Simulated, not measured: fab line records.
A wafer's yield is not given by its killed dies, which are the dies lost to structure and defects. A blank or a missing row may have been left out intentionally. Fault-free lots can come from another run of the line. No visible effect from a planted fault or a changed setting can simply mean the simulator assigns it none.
Split-lot experiment :: flow n5_finfet :: 21 wafers read from 7 lots, route of 1938 steps

## ABOUT THE SPLIT
At N5_BEOL_M1_COAT_61 (time 60 s, resist thk 60 nm), the setting spin_rpm was moved away from the recipe's 1500 rpm on 7 of the 21 wafers read, by -7.9% to +9.9%. For the rest of the wafers, this setting stayed at what the recipe calls for.

The split's own step is where the reading is taken.

## THE READING
SOC_of_BEOL_M1_COAT_61.thk_nm (the simulator's own value, which no gauge read), in nm, at N5_BEOL_M1_COAT_61 (time 60 s, resist thk 60 nm). The file gives no usual value for it. Across the 14 wafers here that went through the recipe, the average is 60.0 nm and the standard deviation 0.25 nm.

wafer: L077.2
tool, chamber at the split: litho_track-02, 0
spin_rpm as run, rpm: 1500
against the recipe: recipe
SOC_of_BEOL_M1_COAT_61.thk_nm, nm: 60.4
against lot-mates on the recipe: -

wafer: L077.4
tool, chamber at the split: litho_track-02, 0
spin_rpm as run, rpm: 1500
against the recipe: recipe
SOC_of_BEOL_M1_COAT_61.thk_nm, nm: 60.2
against lot-mates on the recipe: -

wafer: L077.6
tool, chamber at the split: litho_track-02, 0
spin_rpm as run, rpm: 1500
against the recipe: recipe
SOC_of_BEOL_M1_COAT_61.thk_nm, nm: 60.2
against lot-mates on the recipe: -

wafer: L078.3
tool, chamber at the split: litho_track-01, 0
spin_rpm as run, rpm: 1500
against the recipe: recipe
SOC_of_BEOL_M1_COAT_61.thk_nm, nm: 60.2
against lot-mates on the recipe: -

wafer: L078.5
tool, chamber at the split: litho_track-01, 0
spin_rpm as run, rpm: 1500
against the recipe: recipe
SOC_of_BEOL_M1_COAT_61.thk_nm, nm: 60
against lot-mates on the recipe: -

wafer: L078.6
tool, chamber at the split: litho_track-01, 0
spin_rpm as run, rpm: 1415
against the recipe: -5.7%
SOC_of_BEOL_M1_COAT_61.thk_nm, nm: 61.8
against lot-mates on the recipe: +1.7

wafer: L083.3
tool, chamber at the split: litho_track-01, 0
spin_rpm as run, rpm: 1500
against the recipe: recipe
SOC_of_BEOL_M1_COAT_61.thk_nm, nm: 59.8
against lot-mates on the recipe: -

wafer: L083.4
tool, chamber at the split: litho_track-01, 0
spin_rpm as run, rpm: 1500
against the recipe: recipe
SOC_of_BEOL_M1_COAT_61.thk_nm, nm: 60
against lot-mates on the recipe: -

wafer: L083.5
tool, chamber at the split: litho_track-01, 0
spin_rpm as run, rpm: 1500
against the recipe: recipe
SOC_of_BEOL_M1_COAT_61.thk_nm, nm: 60
against lot-mates on the recipe: -

wafer: L085.2
tool, chamber at the split: litho_track-02, 0
spin_rpm as run, rpm: 1396
against the recipe: -6.9%
SOC_of_BEOL_M1_COAT_61.thk_nm, nm: 62.6
against lot-mates on the recipe: +2.0

wafer: L085.3
tool, chamber at the split: litho_track-02, 0
spin_rpm as run, rpm: 1500
against the recipe: recipe
SOC_of_BEOL_M1_COAT_61.thk_nm, nm: 60.6
against lot-mates on the recipe: -

wafer: L085.5
tool, chamber at the split: litho_track-02, 0
spin_rpm as run, rpm: 1396
against the recipe: -6.9%
SOC_of_BEOL_M1_COAT_61.thk_nm, nm: 62.4
against lot-mates on the recipe: +1.8

wafer: L086.3
tool, chamber at the split: litho_track-03, 0
spin_rpm as run, rpm: 1649
against the recipe: +9.9%
SOC_of_BEOL_M1_COAT_61.thk_nm, nm: 57.8
against lot-mates on the recipe: no lot-mate on the recipe

wafer: L086.4
tool, chamber at the split: litho_track-03, 0
spin_rpm as run, rpm: 1649
against the recipe: +9.9%
SOC_of_BEOL_M1_COAT_61.thk_nm, nm: 57.6
against lot-mates on the recipe: no lot-mate on the recipe

wafer: L086.6
tool, chamber at the split: litho_track-03, 0
spin_rpm as run, rpm: 1649
against the recipe: +9.9%
SOC_of_BEOL_M1_COAT_61.thk_nm, nm: 57.6
against lot-mates on the recipe: no lot-mate on the recipe

wafer: L089.3
tool, chamber at the split: litho_track-02, 0
spin_rpm as run, rpm: 1382
against the recipe: -7.9%
SOC_of_BEOL_M1_COAT_61.thk_nm, nm: 62.4
against lot-mates on the recipe: +2.7

wafer: L089.5
tool, chamber at the split: litho_track-02, 0
spin_rpm as run, rpm: 1500
against the recipe: recipe
SOC_of_BEOL_M1_COAT_61.thk_nm, nm: 59.8
against lot-mates on the recipe: -

wafer: L089.6
tool, chamber at the split: litho_track-02, 0
spin_rpm as run, rpm: 1500
against the recipe: recipe
SOC_of_BEOL_M1_COAT_61.thk_nm, nm: 59.6
against lot-mates on the recipe: -

wafer: L097.1
tool, chamber at the split: litho_track-03, 0
spin_rpm as run, rpm: 1500
against the recipe: recipe
SOC_of_BEOL_M1_COAT_61.thk_nm, nm: 60
against lot-mates on the recipe: -

wafer: L097.4
tool, chamber at the split: litho_track-03, 0
spin_rpm as run, rpm: 1500
against the recipe: recipe
SOC_of_BEOL_M1_COAT_61.thk_nm, nm: 60
against lot-mates on the recipe: -

wafer: L097.5
tool, chamber at the split: litho_track-03, 0
spin_rpm as run, rpm: 1500
against the recipe: recipe
SOC_of_BEOL_M1_COAT_61.thk_nm, nm: 59.8
against lot-mates on the recipe: -

THE FIT
A straight line over all 21 wafers: SOC_of_BEOL_M1_COAT_61.thk_nm changes by -0.275 nm for each +1% of spin_rpm; r = -0.98; the points scatter about the line by 0.3 nm.
The same after taking each lot's own level away (the mean of its wafers on the recipe; 18 wafers): -0.301 nm for each +1%; r = -0.99; scatter 0.14 nm.
That fit puts the effect of the largest move of spin_rpm on the reading at 3 nm.
The lots' own levels span 59.70 to 60.60 nm, that is 3.6 times the standard deviation above.
So the lot-to-lot level changes the slope little: the two slopes agree.
Check: +2.21 nm against its lot-mates is what the line predicts for one of the wafers moved furthest among these (-7.9%) when that wafer is left out of the fit. Against them it came out at +2.7 nm.

## OTHER SPLITS ON THESE WAFERS
Before the reading, these wafers also passed through other splits. Each is held against what the fit with the lots' levels taken away leaves over:
other split on the same wafers: N5_HKMG_FIN_PEB_10 peb_time_s
wafers away from the commonest value: 5
r with SOC_of_BEOL_M1_COAT_61.thk_nm (lot level and that fit taken away): +0.04

other split on the same wafers: N5_GATE_CUT_DESCUM_18 time_s
wafers away from the commonest value: 8
r with SOC_of_BEOL_M1_COAT_61.thk_nm (lot level and that fit taken away): +0.31

other split on the same wafers: N5_MOL_CONTACT_COAG_EXPOSE_81 dose_mj
wafers away from the commonest value: 8
r with SOC_of_BEOL_M1_COAT_61.thk_nm (lot level and that fit taken away): -0.56

other split on the same wafers: N5_BEOL_M0_SAQP_PECVD_04 time_s
wafers away from the commonest value: 5
r with SOC_of_BEOL_M1_COAT_61.thk_nm (lot level and that fit taken away): +0.00

other split on the same wafers: N5_BEOL_M0_SAQP_EXPOSE_11 dose_mj
wafers away from the commonest value: 10
r with SOC_of_BEOL_M1_COAT_61.thk_nm (lot level and that fit taken away): -0.24

other split on the same wafers: N5_BEOL_M0_SAQP_SPACER1_ALD_98 temp_c
wafers away from the commonest value: 7
r with SOC_of_BEOL_M1_COAT_61.thk_nm (lot level and that fit taken away): +0.04

other split on the same wafers: N5_BEOL_M0_SAQP_ETCH_107 source_w
wafers away from the commonest value: 9
r with SOC_of_BEOL_M1_COAT_61.thk_nm (lot level and that fit taken away): -0.05

## FILE'S OWN FIT
SOC_of_BEOL_M1_COAT_61.thk_nm changes by -0.31 nm for each +1% of spin_rpm, r = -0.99.
